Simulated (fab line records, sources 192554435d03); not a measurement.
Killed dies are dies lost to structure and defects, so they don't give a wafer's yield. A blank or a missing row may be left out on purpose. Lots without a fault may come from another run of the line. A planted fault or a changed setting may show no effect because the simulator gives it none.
Which tool did it? | flow n5_finfet | 9 lots, 27 wafers sampled, at 7 steps of a route of 1938

WHAT THE GAUGES READ, wafer by wafer
N5_FIN_SAQP_INSPECT_40: inspects for defects (brightfield).
lot  | measured    | on                | raw_defect_count
L358 | day 2 10:23 | defect_inspect-01 | 177 98 130
L359 | day 2 13:47 | defect_inspect-02 | 127 200 208
L361 | day 3 02:02 | defect_inspect-02 | 327 279 330
L364 | day 3 21:50 | defect_inspect-02 | 366 270 391
L367 | day 4 16:00 | defect_inspect-01 | 308 351 239
L369 | day 5 03:02 | defect_inspect-01 | 164 190 302
L370 | day 5 08:52 | defect_inspect-01 | 220 394 238
L371 | day 5 13:46 | defect_inspect-01 | 242 291 200
L373 | day 6 04:04 | defect_inspect-02 | 231 472 558

N5_FIN_CUT_CD_MEAS_08: target cd 29.1 nm.
lot  | measured    | on        | cd_nm (nm)
L358 | day 2 10:41 | cd_sem-02 | 29.03 28.89 29.03
L359 | day 2 14:13 | cd_sem-01 | 28.67 28.84 29.08
L361 | day 3 02:20 | cd_sem-03 | 29.17 28.97 29.17
L364 | day 3 22:08 | cd_sem-01 | 29.25 29.39 29.10
L367 | day 4 16:19 | cd_sem-03 | 29.33 29.07 29.16
L369 | day 5 03:20 | cd_sem-01 | 28.87 29.23 29.09
L370 | day 5 09:10 | cd_sem-02 | 28.95 28.95 28.93
L371 | day 5 14:04 | cd_sem-02 | 29.06 29.05 29.30
L373 | day 6 04:22 | cd_sem-01 | 29.30 28.87 28.79

N5_FIN_CUT_INSPECT_10: inspects for defects (brightfield).
lot  | measured    | on                | raw_defect_count
L358 | day 2 10:46 | defect_inspect-02 | 48 20 32
L359 | day 2 14:19 | defect_inspect-02 | 28 39 56
L361 | day 3 02:26 | defect_inspect-02 | 63 46 54
L364 | day 3 22:14 | defect_inspect-02 | 68 42 59
L367 | day 4 16:24 | defect_inspect-01 | 55 59 38
L369 | day 5 03:26 | defect_inspect-01 | 31 29 40
L370 | day 5 09:15 | defect_inspect-01 | 46 65 38
L371 | day 5 14:10 | defect_inspect-02 | 57 57 44
L373 | day 6 04:27 | defect_inspect-02 | 36 297 322

N5_FIN_CUT_INSPECT_17: inspects for defects (brightfield).
lot  | measured    | on                | raw_defect_count
L358 | day 2 11:50 | defect_inspect-02 | 218 115 161
L359 | day 2 15:25 | defect_inspect-02 | 144 203 202
L361 | day 3 03:28 | defect_inspect-02 | 350 290 334
L364 | day 3 23:15 | defect_inspect-02 | 374 267 415
L367 | day 4 17:37 | defect_inspect-01 | 321 343 229
L369 | day 5 04:58 | defect_inspect-01 | 174 205 308
L370 | day 5 10:12 | defect_inspect-01 | 224 393 228
L371 | day 5 15:06 | defect_inspect-01 | 249 275 201
L373 | day 6 05:32 | defect_inspect-01 | 200 442 518

WHICH TOOL RAN EACH LOT (tool, then ch and the chambers of the sampled wafers, then the start)
lot  | N5_FIN_SAQP_SPACER1_ALD_24       | N5_FIN_SAQP_ETCH_67               | N5_FIN_SAQP_STRIP_77
L358 | ald_sin-02 ch 0,3, day 2 06:39   | rie_diel-05 ch 0,1,2, day 2 08:49 | rie_diel-06 ch 2,3, day 2 09:56
L359 | ald_sin-01 ch 0,2,3, day 2 10:40 | rie_diel-03 ch 0,1,2, day 2 12:25 | rie_diel-05 ch 0,1,2, day 2 13:21
L361 | ald_sin-03 ch 0,1, day 2 22:56   | rie_diel-03 ch 1,2, day 3 00:41   | rie_diel-03 ch 0,2,3, day 3 01:35
L364 | ald_sin-01 ch 0,3, day 3 18:26   | rie_diel-03 ch 0,2, day 3 20:20   | rie_diel-06 ch 0,1, day 3 21:22
L367 | ald_sin-02 ch 1,2,3, day 4 11:46 | rie_diel-06 ch 0,1,2, day 4 14:14 | rie_diel-03 ch 0,1,2, day 4 15:33
L369 | ald_sin-03 ch 0,3, day 4 23:56   | rie_diel-06 ch 0,2, day 5 01:38   | rie_diel-06 ch 0,1,2, day 5 02:35
L370 | ald_sin-02 ch 0,1,2, day 5 05:27 | rie_diel-03 ch 2,3, day 5 07:22   | rie_diel-03 ch 1,2, day 5 08:24
L371 | ald_sin-03 ch 0,1,2, day 5 10:42 | rie_diel-05 ch 0,2,3, day 5 12:24 | rie_diel-05 ch 0,1,3, day 5 13:18
L373 | ald_sin-03 ch 2,3, day 6 00:52   | rie_diel-05 ch 1,2, day 6 02:34   | rie_diel-05 ch 0,2,3, day 6 03:37
- N5_FIN_SAQP_SPACER1_ALD_24: deposits SiO2, target thk 20.3 nm, pulse time 1 s, purge time 2 s.
- N5_FIN_SAQP_ETCH_67: etches SiNx in CH3F/O2, target depth 30 nm.
- N5_FIN_SAQP_STRIP_77: strips in N2/H2, time 90 s.

WHAT THE TOOLS THEMSELVES READ (means of the sampled wafers that have a number; where no wafer has one, the mark that the record gives instead)
N5_FIN_SAQP_SPACER1_ALD_24.
lot  | tool       | chamber_pressure_Torr (Torr) | heater_power_w (W) | precursor_pulse_height_rel | susceptor_temp_C (C)
L358 | ald_sin-02 | 1.993                        | 485                | 0.987                      | 299.82
L359 | ald_sin-01 | 1.997                        | 472                | 0.993                      | 300.01
L361 | ald_sin-03 | 2.000                        | 491                | 0.999                      | 299.95
L364 | ald_sin-01 | 2.004                        | 485                | 1.007                      | 299.94
L367 | ald_sin-02 | 1.999                        | 480                | 1.005                      | 300.23
L369 | ald_sin-03 | 2.000                        | 491                | 0.995                      | 299.97
L370 | ald_sin-02 | 1.999                        | 452                | 0.998                      | 299.87
L371 | ald_sin-03 | 2.003                        | 496                | 1.007                      | 300.00
L373 | ald_sin-03 | 2.002                        | 511                | 1.010                      | 300.13

N5_FIN_SAQP_ETCH_67.
lot  | tool        | drypump_motor_current_A (A) | mfc_ar_sccm (sccm) | oes_o_777_au (a.u.) | oes_product_au (a.u.) | rf_vpp_V (V) | showerhead_plenum_p_Torr (Torr) | throttle_valve_pct (%)
L358 | rie_diel-05 | 5.52                        | 150.6              | 0.76                | 0.76                  | 299.2        | 2.05                            | 16.42
L359 | rie_diel-03 | 5.51                        | 150.1              | 0.75                | 0.76                  | 297.4        | 1.98                            | 16.29
L361 | rie_diel-03 | 5.55                        | 149.6              | 0.75                | 0.75                  | 296.7        | 1.92                            | 16.33
L364 | rie_diel-03 | 5.54                        | 149.8              | 0.77                | 0.78                  | 295.0        | 1.90                            | 16.31
L367 | rie_diel-06 | 5.54                        | 149.8              | 0.78                | 0.79                  | 298.7        | 1.99                            | 16.17
L369 | rie_diel-06 | 5.36                        | 150.1              | 0.75                | 0.76                  | 300.2        | 1.97                            | 16.27
L370 | rie_diel-03 | 5.49                        | 149.8              | 0.81                | 0.82                  | 295.2        | 1.91                            | 16.39
L371 | rie_diel-05 | 5.54                        | 150.1              | 0.82                | 0.83                  | 298.6        | 2.04                            | 16.33
L373 | rie_diel-05 | 5.66                        | 150.2              | 0.71                | 0.70                  | 300.4        | 2.03                            | 16.49

N5_FIN_SAQP_STRIP_77.
lot  | tool        | drypump_motor_current_A (A) | oes_product_au (a.u.) | rf_vpp_V (V) | showerhead_plenum_p_Torr (Torr) | throttle_valve_pct (%)
L358 | rie_diel-06 | 5.29                        | 0.80                  | 45.1         | 3.39                            | 12.07
L359 | rie_diel-05 | 5.55                        | 0.75                  | 44.9         | 3.46                            | 12.28
L361 | rie_diel-03 | 5.46                        | 0.86                  | 44.6         | 3.33                            | 12.10
L364 | rie_diel-06 | 5.77                        | 0.82                  | 45.0         | 3.37                            | 11.98
L367 | rie_diel-03 | 5.51                        | 0.83                  | 45.0         | 3.32                            | 11.99
L369 | rie_diel-06 | 5.57                        | 0.79                  | 45.6         | 3.34                            | 12.05
L370 | rie_diel-03 | 5.51                        | 0.88                  | 45.0         | 3.34                            | 11.88
L371 | rie_diel-05 | 5.44                        | 0.81                  | 46.1         | 3.48                            | 12.29
L373 | rie_diel-05 | 5.56                        | 0.83                  | 44.8         | 3.44                            | 12.12

THE ANSWER, worked out from the rows above alone
Rule: what is usual is taken from the lots themselves. Put in order of their means at a reading, lots are off if they are a third of the lots or fewer, leave a main group of 4 or more, and stand apart from it by a gap of 3 or more times the standard deviation of the main group's means; of several such gaps the widest counts. A main group whose means are all the same, to the digits that the tables above print for the reading, isn't used. A lot without any number at a reading at which 4 lots or more have one is off too. The other lots that the step has rows for count as sound. The gauges are gone through in route order, then the tools' own readings, and for those a lot's mean is taken as printed above. The first step at which some lot is off is used, and at that step the reading that is off furthest; a lot without a number counts as furthest.
Off: L373, at N5_FIN_CUT_INSPECT_10 (raw_defect_count). The main group: mean 46, standard deviation 8.7.
A tool fits if, at a process step before that reading, it ran every lot that is off, and no sound lot after the first of them. The gauges at N5_FIN_CUT_INSPECT_10 are tried like those tools. Can't be told from this: 3 tools fit, ald_sin-03 at N5_FIN_SAQP_SPACER1_ALD_24, rie_diel-05 at N5_FIN_SAQP_ETCH_67 and N5_FIN_SAQP_STRIP_77, defect_inspect-02 at N5_FIN_CUT_INSPECT_10.

WHAT THE SIMULATOR HAD PUT IN
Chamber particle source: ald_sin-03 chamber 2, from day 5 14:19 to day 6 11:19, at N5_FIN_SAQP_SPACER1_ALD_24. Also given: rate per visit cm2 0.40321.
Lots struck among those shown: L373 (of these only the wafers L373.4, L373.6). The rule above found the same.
